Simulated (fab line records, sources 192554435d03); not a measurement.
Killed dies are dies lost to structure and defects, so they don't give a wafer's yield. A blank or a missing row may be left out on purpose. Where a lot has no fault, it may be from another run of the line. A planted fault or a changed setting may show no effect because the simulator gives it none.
What tool caused it? ; flow n5_finfet ; Sampling: 10 lots, 29 wafers, 6 of 1938 route steps

== WHAT THE GAUGES SHOWED, per wafer ==
N5_BEOL_M2_OVL_MEAS_12.
lot;measured;on;M2_OVL (nm)
L837;day 7 02:07;overlay-01;0.0 -0.3 -0.1
L838;day 7 12:06;overlay-02;-0.1 -0.3 -0.2
L839;day 7 18:17;overlay-01;-0.2 -0.5 -0.2
L840;day 7 18:28;overlay-01;-0.1 -0.1 -0.7
L842;day 8 16:18;overlay-01;0.7 -0.3
L853;day 11 04:40;overlay-02;0.7 0.8 0.7
L854;day 11 11:56;overlay-02;-0.3 0.1 -0.7
L855;day 11 18:06;overlay-02;1.5 0.0 0.6
L858;day 12 10:28;overlay-01;-0.6 -0.6 -0.6
L857;day 12 20:01;overlay-01;-0.1 -0.2 -0.5

N5_BEOL_M2_CD_MEAS_28: target cd 26.2 nm, target cd y 24.1 nm.
lot;measured;on;cd_nm (nm)
L837;day 7 03:29;cd_sem-03;26.37 25.97 25.93
L838;day 7 14:35;cd_sem-03;26.43 25.86 26.32
L839;day 7 19:23;cd_sem-01;26.15 19.16 20.28
L840;day 7 19:35;cd_sem-03;26.00 20.81 26.24
L842;day 8 17:56;cd_sem-03;26.32 20.75
L853;day 11 05:31;cd_sem-03;26.05 25.99 26.09
L854;day 11 13:06;cd_sem-03;26.20 26.44 26.20
L855;day 11 18:58;cd_sem-02;26.04 25.90 26.39
L858;day 12 11:26;cd_sem-03;26.11 26.04 25.96
L857;day 12 21:01;cd_sem-02;25.51 25.83 25.92

N5_BEOL_M4_RC_MEAS_101.
lot;measured;on;DIBL_N (mV/V);DIBL_P (mV/V);IOFF_N (nA/um);IOFF_P (nA/um);ION_N (uA/um);ION_P (uA/um);SS_N (mV/dec);SS_P (mV/dec);VT_N (mV);VT_P (mV)
L837;day 9 05:58;prober-01;35.3 36.9 31.4;35.4 36.0 29.3;0.15 0.16 0.09;0.19 0.18 0.12;690 677 657;464 453 449;71.8 71.4 70.0;73.3 72.7 71.3;245 250 256;-253 -255 -259
L838;day 9 06:27;prober-02;34.7 31.1 35.3;35.4 31.0 35.7;0.15 0.09 0.14;0.18 0.13 0.19;697 665 679;463 461 464;70.7 70.3 71.1;72.6 71.1 72.5;249 256 249;-256 -256 -252
L839;day 9 08:56;prober-02;39.0;37.7;0.24;0.23;679;456;72.0;74.2;245;-248
L840;day 9 12:27;prober-02;35.6 32.8;35.9 32.0;0.15 0.11;0.20 0.15;677 647;461 454;71.1 71.4;73.5 72.9;253 253;-249 -253
L842;day 10 10:59;prober-01;35.8;35.1;0.16;0.19;697;474;71.5;72.5;246;-249
L853;day 12 19:44;prober-01;33.2 36.7 34.9;32.4 37.0 35.9;0.11 0.16 0.14;0.15 0.20 0.20;670 692 669;451 469 463;70.2 71.6 70.1;72.3 73.0 73.3;255 251 251;-254 -251 -251
L854;day 12 22:39;prober-01;36.2 37.5 37.8;36.9 38.8 38.8;0.18 0.21 0.20;0.22 0.25 0.24;694 697 696;472 472 471;72.3 72.2 72.2;72.9 73.3 73.0;247 246 245;-249 -249 -245
L855;day 13 15:20;prober-01;35.9 39.2 35.8;34.1 39.1 33.8;0.13 0.20 0.13;0.15 0.22 0.14;656 709 668;449 469 445;71.6 72.2 71.5;72.8 74.6 73.2;255 245 254;-254 -253 -261
L858;day 14 14:02;prober-02;38.0 36.1 36.0;40.0 37.1 36.9;0.22 0.18 0.17;0.26 0.23 0.21;710 701 689;477 476 467;72.6 71.7 71.4;73.7 73.3 73.6;242 247 246;-247 -250 -250
L857;day 14 15:19;prober-01;35.5 32.7 35.4;35.0 31.9 36.6;0.15 0.11 0.16;0.23 0.18 0.25;676 672 688;468 472 474;71.7 70.3 71.5;73.1 71.7 72.9;254 254 249;-243 -247 -244

== WHAT TOOL EACH LOT RAN ON (gives the tool, then ch and the chambers of the sampled wafers, and finally the start) ==
lot;N5_BEOL_M2_PECVD_72;N5_BEOL_M2_EXPOSE_25;N5_BEOL_M2_ETCHBACK_99
L837;pecvd-03 ch 0,1,2, day 7 00:02;euv_scanner-02 ch 0, day 7 03:20;rie_diel-01 ch 0,1,2, day 7 14:34
L838;pecvd-04 ch 1,2, day 7 10:03;euv_scanner-02 ch 0, day 7 14:26;rie_diel-03 ch 0,1,2, day 7 17:59
L839;pecvd-04 ch 0,1,2, day 7 15:57;euv_scanner-02 ch 0, day 7 19:15;rie_diel-01 ch 0,2, day 7 20:44
L840;pecvd-04 ch 1,2, day 7 16:05;euv_scanner-02 ch 0, day 7 19:28;rie_diel-01 ch 0,2, day 8 00:34
L842;pecvd-03 ch 0,2, day 8 15:13;euv_scanner-02 ch 0, day 8 17:49;rie_diel-01 ch 1, day 9 04:24
L853;pecvd-04 ch 0,1, day 11 03:02;euv_scanner-02 ch 0, day 11 05:23;rie_diel-03 ch 0,2,3, day 11 06:53
L854;pecvd-02 ch 0,2, day 11 10:37;euv_scanner-02 ch 0, day 11 12:58;rie_diel-03 ch 1,2,3, day 11 14:29
L855;pecvd-02 ch 0,1,2, day 11 16:14;euv_scanner-02 ch 0, day 11 18:51;rie_diel-01 ch 0,2,3, day 12 04:31
L858;pecvd-04 ch 1,2, day 12 09:22;euv_scanner-02 ch 0, day 12 11:17;rie_diel-01 ch 0,1, day 12 14:55
L857;pecvd-02 ch 0,1,2, day 12 18:58;euv_scanner-01 ch 0, day 12 20:52;rie_diel-03 ch 0,2,3, day 13 00:17
- N5_BEOL_M2_PECVD_72: deposits SiO2 from TEOS/O2, target thk 16 nm, time 18 s.
- N5_BEOL_M2_EXPOSE_25: exposes mask V1, defocus 5 nm.
- N5_BEOL_M2_ETCHBACK_99: etches SiO2 in CHF3, target depth 5 nm, time 10.4 s.

== WHAT THE TOOLS THEMSELVES READ (means of the sampled wafers that have a number; where no wafer has one, the mark that the record gives instead) ==
N5_BEOL_M2_PECVD_72.
lot;tool;heater_power_w (W);showerhead_plenum_p_Torr (Torr);throttle_valve_pct (%)
L837;pecvd-03;781;8.74;22.0
L838;pecvd-04;667;8.81;21.0
L839;pecvd-04;716;8.78;21.2
L840;pecvd-04;703;8.82;21.2
L842;pecvd-03;860;8.79;21.9
L853;pecvd-04;757;8.75;21.2
L854;pecvd-02;686;8.84;22.2
L855;pecvd-02;695;8.84;23.0
L858;pecvd-04;772;8.83;21.2
L857;pecvd-02;653;8.84;23.1

N5_BEOL_M2_ETCHBACK_99.
lot;tool;drypump_motor_current_A (A);oes_product_au (a.u.);rf_vpp_V (V);showerhead_plenum_p_Torr (Torr);throttle_valve_pct (%)
L837;rie_diel-01;6.1;0.87;243;2.23;17.09
L838;rie_diel-03;5.5;0.73;240;2.11;17.29
L839;rie_diel-01;6.2;0.93;243;2.22;17.19
L840;rie_diel-01;6.2;0.92;242;2.22;17.19
L842;rie_diel-01;5.9;0.77;246;2.25;16.97
L853;rie_diel-03;5.6;0.75;239;2.15;17.22
L854;rie_diel-03;5.6;0.74;237;2.10;17.21
L855;rie_diel-01;5.8;0.85;241;2.22;17.11
L858;rie_diel-01;6.1;0.76;241;2.19;17.22
L857;rie_diel-03;5.6;0.74;237;2.15;17.24

== THE ANSWER, worked out from the rows above alone ==
Rule: the lots themselves supply what counts as usual. The widest of any qualifying gaps counts: lots, ordered by their means at a reading, are off when they make up no more than a third of the lots, leave a main group of 4 or more, and stand apart from it by 3 or more times the standard deviation of that group's means. Not used: any main group whose means are identical at the precision the tables above print for the reading. A lot without any number at a reading at which 4 lots or more have one is off too. The other lots that the step has rows for count as sound. First the gauges in route order, then the tools' own readings, where a lot's mean is used as printed above. At the first step where some lot is off, the reading lying furthest off is the one used; lots without a number count as furthest.
Off at N5_BEOL_M2_CD_MEAS_28 (cd_nm): L839, L840, L842. Mean 26.07 nm and standard deviation 0.15 in the main group.
A tool fits if, at a process step before that reading, it ran every lot that is off, and no sound lot after the first of them. Those tools and the gauges at N5_BEOL_M2_CD_MEAS_28 are tried in the same way. None of those tried fits.

== WHAT THE SIMULATOR HAD INSERTED ==
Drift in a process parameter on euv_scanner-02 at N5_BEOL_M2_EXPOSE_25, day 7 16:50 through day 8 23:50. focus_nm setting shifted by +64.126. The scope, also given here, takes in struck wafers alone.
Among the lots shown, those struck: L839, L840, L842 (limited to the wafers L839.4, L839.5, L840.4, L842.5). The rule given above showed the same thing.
